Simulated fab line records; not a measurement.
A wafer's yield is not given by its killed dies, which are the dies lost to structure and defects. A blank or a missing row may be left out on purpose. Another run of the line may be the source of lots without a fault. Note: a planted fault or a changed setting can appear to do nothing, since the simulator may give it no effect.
Split-lot study | flow n5_finfet | 21 wafers read from 7 lots, route of 1938 steps

== ABOUT THE SPLIT ==
At N5_BEOL_M3_VIA_ETCH_34 (etches the open film in C4F6/O2, target depth 69.4 nm, time 65.9 s), the setting time_s was moved away from the recipe's 65.9 s on 7 of the 21 wafers read, by -21.1% to +18.5%. All remaining wafers had this setting at the recipe value.

The split's own step is where the reading is taken.

== THE READING ==
SOC_of_BEOL_M3_COAT_67.thk_nm (the simulator's own value, which no gauge read), in nm, at N5_BEOL_M3_VIA_ETCH_34 (etches the open film in C4F6/O2, target depth 69.4 nm, time 65.9 s). There is no usual value for it anywhere in the file. Average 52.0 nm, standard deviation 0.37 nm, over the 14 wafers here run with the recipe.

wafer  | tool, chamber at the split | time_s as run, s | against the recipe | SOC_of_BEOL_M3_COAT_67.thk_nm, nm | against lot-mates on the recipe
L080.1 | rie_diel-04, 3             | 78.06            | +18.5%             | 50.2                              | -2.0
L080.2 | rie_diel-04, 0             | 78.06            | +18.5%             | 51                                | -1.2
L080.3 | rie_diel-04, 0             | 65.9             | recipe             | 52.2                              | -
L081.2 | rie_diel-01, 1             | 65.9             | recipe             | 52.4                              | -
L081.5 | rie_diel-01, 1             | 65.9             | recipe             | 52.2                              | -
L081.6 | rie_diel-01, 0             | 65.9             | recipe             | 52.4                              | -
L083.4 | rie_diel-04, 2             | 65.9             | recipe             | 51.4                              | -
L083.5 | rie_diel-04, 0             | 65.9             | recipe             | 51.8                              | -
L083.6 | rie_diel-04, 1             | 65.9             | recipe             | 51.6                              | -
L084.1 | rie_diel-04, 0             | 65.9             | recipe             | 52.6                              | -
L084.4 | rie_diel-04, 2             | 65.9             | recipe             | 51.8                              | -
L084.6 | rie_diel-04, 1             | 52.96            | -19.6%             | 53.6                              | +1.4
L086.1 | rie_diel-01, 2             | 73.1             | +10.9%             | 50.4                              | -2.0
L086.3 | rie_diel-01, 0             | 65.9             | recipe             | 52.4                              | -
L086.5 | rie_diel-01, 2             | 73.1             | +10.9%             | 50.6                              | -1.8
L093.2 | rie_diel-01, 3             | 52               | -21.1%             | 53.6                              | +1.4
L093.3 | rie_diel-01, 0             | 65.9             | recipe             | 52.2                              | -
L093.5 | rie_diel-01, 1             | 52               | -21.1%             | 53.6                              | +1.4
L095.3 | rie_diel-04, 1             | 65.9             | recipe             | 51.8                              | -
L095.4 | rie_diel-04, 3             | 65.9             | recipe             | 51.4                              | -
L095.6 | rie_diel-04, 1             | 65.9             | recipe             | 52                                | -

FIT RESULTS
A straight line over all 21 wafers: SOC_of_BEOL_M3_COAT_67.thk_nm changes by -0.0836 nm for each +1% of time_s; r = -0.91; the points scatter about the line by 0.4 nm.
The same after taking each lot's own level away (the mean of its wafers on the recipe; 21 wafers): -0.0854 nm for each +1%; r = -0.92; scatter 0.38 nm.
That fit puts the effect of the largest move of time_s on the reading at 1.8 nm.
From 51.60 to 52.40 nm: that is the span of the lots' own levels, equal to 2.1 times the standard deviation above.
So the lot-to-lot level changes the slope little: the two slopes agree.
Check: for one of the wafers moved furthest among these (-21.1%), held out of the fit, the line's prediction against its lot-mates is +1.74 nm. It came out at +1.4 nm against them.

== THE WHOLE CHAIN: every reading that the file lists as answering this split, in the file's order ==
step                   | what it does                                                       | reading                                                                        | change (the file's fit)                | r (the file's)
N5_BEOL_M3_VIA_ETCH_34 | etches the open film in C4F6/O2, target depth 69.4 nm, time 65.9 s | etch.depth_nm (the simulator's own value, which no gauge read)                 | +0.714 nm for each +1% of the setting  | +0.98
N5_BEOL_M3_VIA_ETCH_34 | etches the open film in C4F6/O2, target depth 69.4 nm, time 65.9 s | SOC_of_BEOL_M3_COAT_67.thk_nm (the simulator's own value, which no gauge read) | -0.0832 nm for each +1% of the setting | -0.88

== THE FILE'S OWN FIT ==
SOC_of_BEOL_M3_COAT_67.thk_nm changes by -0.0832 nm for each +1% of time_s, r = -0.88.
